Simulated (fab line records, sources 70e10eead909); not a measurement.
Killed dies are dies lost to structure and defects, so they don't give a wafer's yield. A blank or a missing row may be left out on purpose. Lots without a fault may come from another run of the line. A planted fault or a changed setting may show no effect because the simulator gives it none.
Which tool did it? | flow nand_harc | 12 lots, 36 wafers sampled, at 6 steps of a route of 1159

WHAT THE GAUGES READ, wafer by wafer
NHARC_A_CONTACT_INSPECT_23.
lot  | measured     | on                | raw_defect_count
L596 | day 17 19:27 | defect_inspect-01 | 566 315 529
L593 | day 17 20:04 | defect_inspect-02 | 387 413 319
L594 | day 17 22:50 | defect_inspect-02 | 526 679 446
L597 | day 18 16:30 | defect_inspect-01 | 516 413 466
L604 | day 21 07:37 | defect_inspect-02 | 2651 2602 2510
L605 | day 21 08:21 | defect_inspect-01 | 2483 2502 2540
L611 | day 21 22:46 | defect_inspect-01 | 257 256 280
L609 | day 22 04:01 | defect_inspect-02 | 657 359 720
L613 | day 22 06:13 | defect_inspect-01 | 269 240 251
L610 | day 22 12:05 | defect_inspect-02 | 405 334 424
L612 | day 22 15:29 | defect_inspect-01 | 236 396 316
L614 | day 22 23:50 | defect_inspect-01 | 374 505 555

NHARC_A_BLC_OVL_MEAS_11.
lot  | measured     | on         | overlay_x_nm (nm) | overlay_y_nm (nm)
L596 | day 17 20:03 | overlay-01 | -1.9 -1.9 -2.1    | 0.6 0.0 0.3
L593 | day 17 20:40 | overlay-01 | -0.5 -0.3 -0.6    | 0.9 1.8 1.8
L594 | day 17 23:26 | overlay-02 | 0.1 -0.1 0.1      | -0.2 0.6 0.4
L597 | day 18 16:58 | overlay-02 | -0.4 0.3 0.2      | -0.5 -0.4 -0.3
L611 | day 21 23:22 | overlay-02 | -0.6 -1.3 -1.5    | 0.8 1.2 0.4
L609 | day 22 04:37 | overlay-02 | -0.7 -0.3 -1.0    | 2.4 2.6 2.5
L613 | day 22 06:49 | overlay-02 | -0.6 -0.5 -1.0    | 0.1 0.0 -0.2
L610 | day 22 12:41 | overlay-02 | -1.0 -1.0 -1.1    | -0.6 -0.3 -0.8
L612 | day 22 16:05 | overlay-01 | 1.0 1.3 0.8       | -0.5 0.0 -0.3
L614 | day 23 00:32 | overlay-01 | -0.1 -0.5 -0.6    | -0.2 0.5 -0.1

NHARC_END_SORT_01.
lot  | measured     | on        | killed_at_array | killed_at_other | killed_at_periphery | killed_dies | killed_open | killed_short
L604 | day 23 20:12 | prober-01 | 671 673 675     | 1 0 0           | 5 4 2               | 677 677 677 | 6 5 4       | 2 3 2
L605 | day 23 14:50 | prober-02 | 675 674 677     | 1 0 0           | 1 3 0               | 677 677 677 | 0 4 2       | 2 4 2

WHICH TOOL RAN EACH LOT (tool, then ch and the chambers of the sampled wafers, then the start)
lot  | NHARC_A_CONTACT_ETCH_92            | NHARC_A_CONTACT_ETCH_98                       | NHARC_A_CONTACT_CMP_20
L596 | rie_diel-04 ch 2,3, day 17 11:29   | rie_diel-04 ch 0,1,3, day 17 19:03 or earlier | cmp-02 ch 0,3, day 17 19:03
L593 | rie_diel-04 ch 0,3, day 17 13:29   | rie_diel-04 ch 1,2, day 17 19:41 or earlier   | cmp-01 ch 0,3, day 17 19:41
L594 | rie_diel-03 ch 0,1,3, day 17 20:05 | rie_diel-03 ch 1,2, day 17 22:28 or earlier   | cmp-02 ch 1,3, day 17 22:28
L597 | rie_diel-03 ch 0,3, day 18 10:17   | rie_diel-03 ch 0,2,3, day 18 10:26            | cmp-04 ch 1,2,3, day 18 16:07
L604 | rie_diel-11 ch 0,2,3, day 20 19:53 | rie_diel-11 ch 0,2,3, day 21 07:15 or earlier | cmp-04 ch 0,1,2, day 21 07:15
L605 | rie_diel-03 ch 0,2,3, day 21 00:29 | rie_diel-03 ch 0,1,3, day 21 07:57 or earlier | cmp-02 ch 0,3, day 21 07:57
L611 | rie_diel-03 ch 0,1,2, day 21 19:26 | rie_diel-03 ch 1,2,3, day 21 22:22 or earlier | cmp-04 ch 0,1,3, day 21 22:22
L609 | rie_diel-03 ch 1,2, day 22 01:13   | rie_diel-03 ch 0,1,3, day 22 03:38 or earlier | cmp-01 ch 0,2, day 22 03:38
L613 | rie_diel-03 ch 0,3, day 22 03:16   | rie_diel-03 ch 1,2,3, day 22 05:49 or earlier | cmp-04 ch 0,1,2, day 22 05:49
L610 | rie_diel-11 ch 0,1,2, day 22 09:15 | rie_diel-11 ch 0,1,2, day 22 11:43 or earlier | cmp-04 ch 0,2,3, day 22 11:43
L612 | rie_diel-04 ch 1,2,3, day 22 11:44 | rie_diel-04 ch 1,3, day 22 15:06 or earlier   | cmp-02 ch 1,3, day 22 15:06
L614 | rie_diel-03 ch 2,3, day 22 18:47   | rie_diel-03 ch 0,2,3, day 22 23:26 or earlier | cmp-02 ch 0,2, day 22 23:26
- NHARC_A_CONTACT_ETCH_92: etches the open film in CH3F/O2, target depth 40 nm, time 85.7 s.
- NHARC_A_CONTACT_ETCH_98: etches the open film in C4F6/O2, target depth 20 nm, time 10 s.
- NHARC_A_CONTACT_CMP_20: polishes, t overpolish 30 s, target thk 300 nm.

WHAT THE TOOLS THEMSELVES READ (means of the sampled wafers that have a number; where no wafer has one, the mark that the record gives instead)
NHARC_A_CONTACT_ETCH_92.
lot  | tool        | drypump_motor_current_A (A) | oes_product_au (a.u.) | rf_vpp_V (V) | showerhead_plenum_p_Torr (Torr) | throttle_valve_pct (%)
L596 | rie_diel-04 | 6.0                         | 0.93                  | 245.1        | 2.43                            | 20.663
L593 | rie_diel-04 | 6.0                         | 0.94                  | 245.6        | 2.49                            | 20.678
L594 | rie_diel-03 | 5.8                         | 1.00                  | 244.7        | 2.49                            | 20.658
L597 | rie_diel-03 | 6.0                         | 0.92                  | 244.9        | 2.46                            | 20.662
L604 | rie_diel-11 | 5.8                         | 0.93                  | 244.8        | 2.51                            | 20.662
L605 | rie_diel-03 | 5.7                         | 0.99                  | 244.8        | 2.46                            | 20.664
L611 | rie_diel-03 | 5.5                         | 0.92                  | 244.4        | 2.49                            | 20.657
L609 | rie_diel-03 | 5.5                         | 0.92                  | 246.0        | 2.59                            | 20.664
L613 | rie_diel-03 | 5.7                         | 0.93                  | 243.7        | 2.38                            | 20.663
L610 | rie_diel-11 | 5.6                         | 0.93                  | 245.5        | 2.50                            | 20.673
L612 | rie_diel-04 | 5.6                         | 0.92                  | 243.0        | 2.41                            | 20.664
L614 | rie_diel-03 | 5.7                         | 0.91                  | 246.2        | 2.53                            | 20.667

NHARC_A_CONTACT_ETCH_98.
lot  | tool        | drypump_motor_current_A (A) | oes_product_au (a.u.) | rf_vpp_V (V) | showerhead_plenum_p_Torr (Torr) | throttle_valve_pct (%)
L596 | rie_diel-04 | 5.7                         | 0.945                 | 547.3        | 3.93                            | 26.903
L593 | rie_diel-04 | 5.2                         | 0.975                 | 544.3        | 3.84                            | 26.908
L594 | rie_diel-03 | 5.5                         | 0.999                 | 550.4        | 4.12                            | 26.900
L597 | rie_diel-03 | 5.7                         | 0.952                 | 547.2        | 3.93                            | 26.898
L604 | rie_diel-11 | 5.8                         | 0.962                 | 547.9        | 3.99                            | 26.902
L605 | rie_diel-03 | 5.7                         | 1.000                 | 548.5        | 3.96                            | 26.898
L611 | rie_diel-03 | 5.8                         | 0.939                 | 549.9        | 4.07                            | 26.903
L609 | rie_diel-03 | 5.8                         | 0.961                 | 547.5        | 3.96                            | 26.906
L613 | rie_diel-03 | 5.8                         | 0.961                 | 550.1        | 4.07                            | 26.901
L610 | rie_diel-11 | 5.6                         | 0.961                 | 547.5        | 3.99                            | 26.908
L612 | rie_diel-04 | 5.8                         | 0.962                 | 545.9        | 3.88                            | 26.903
L614 | rie_diel-03 | 5.7                         | 0.935                 | 546.5        | 3.92                            | 26.903

NHARC_A_CONTACT_CMP_20.
lot  | tool   | edge_zone_pressure_frac | motor_current_A (A) | overpolish_run_s (s) | time_to_endpoint_s (s)
L596 | cmp-02 | 1.002                   | 12.3                | 30.006               | 62.5
L593 | cmp-01 | 0.998                   | 10.7                | 29.998               | 59.2
L594 | cmp-02 | 1.006                   | 12.3                | 30.007               | 64.5
L597 | cmp-04 | 0.996                   | 11.7                | 29.995               | 59.9
L604 | cmp-04 | -                       | -                   | -                    | -
L605 | cmp-02 | -                       | -                   | -                    | -
L611 | cmp-04 | 1.004                   | 12.0                | 29.998               | 62.7
L609 | cmp-01 | 1.002                   | 10.8                | 30.005               | 58.9
L613 | cmp-04 | 0.999                   | 11.3                | 29.998               | 58.9
L610 | cmp-04 | 0.997                   | 12.0                | 29.999               | 61.1
L612 | cmp-02 | 0.991                   | 13.9                | 30.007               | 60.0
L614 | cmp-02 | 0.999                   | 12.9                | 30.001               | 62.6

THE ANSWER, worked out from the rows above alone
Rule: what is usual is taken from the lots themselves. Put in order of their means at a reading, lots are off if they are a third of the lots or fewer, leave a main group of 4 or more, and stand apart from it by a gap of 3 or more times the standard deviation of the main group's means; of several such gaps the widest counts. A main group whose means are all the same, to the digits that the tables above print for the reading, isn't used. A lot without any number at a reading at which 4 lots or more have one is off too. The other lots that the step has rows for count as sound. The gauges are gone through in route order, then the tools' own readings, and for those a lot's mean is taken as printed above. The first step at which some lot is off is used, and at that step the reading that is off furthest; a lot without a number counts as furthest.
Off: L604, L605, at NHARC_A_CONTACT_INSPECT_23 (raw_defect_count). The main group: mean 414, standard deviation 1.1e+02.
A tool fits if, at a process step before that reading, it ran every lot that is off, and no sound lot after the first of them. The gauges at NHARC_A_CONTACT_INSPECT_23 aren't tried: what is off there is off at NHARC_A_CONTACT_CMP_20 too, on other tools, and a gauge's error can't cause that. NHARC_A_CONTACT_ETCH_98 gives no start for some lots, so the hours and the order of its lots are those of NHARC_A_CONTACT_CMP_20. None of those tried fits.

WHAT THE SIMULATOR HAD PUT IN
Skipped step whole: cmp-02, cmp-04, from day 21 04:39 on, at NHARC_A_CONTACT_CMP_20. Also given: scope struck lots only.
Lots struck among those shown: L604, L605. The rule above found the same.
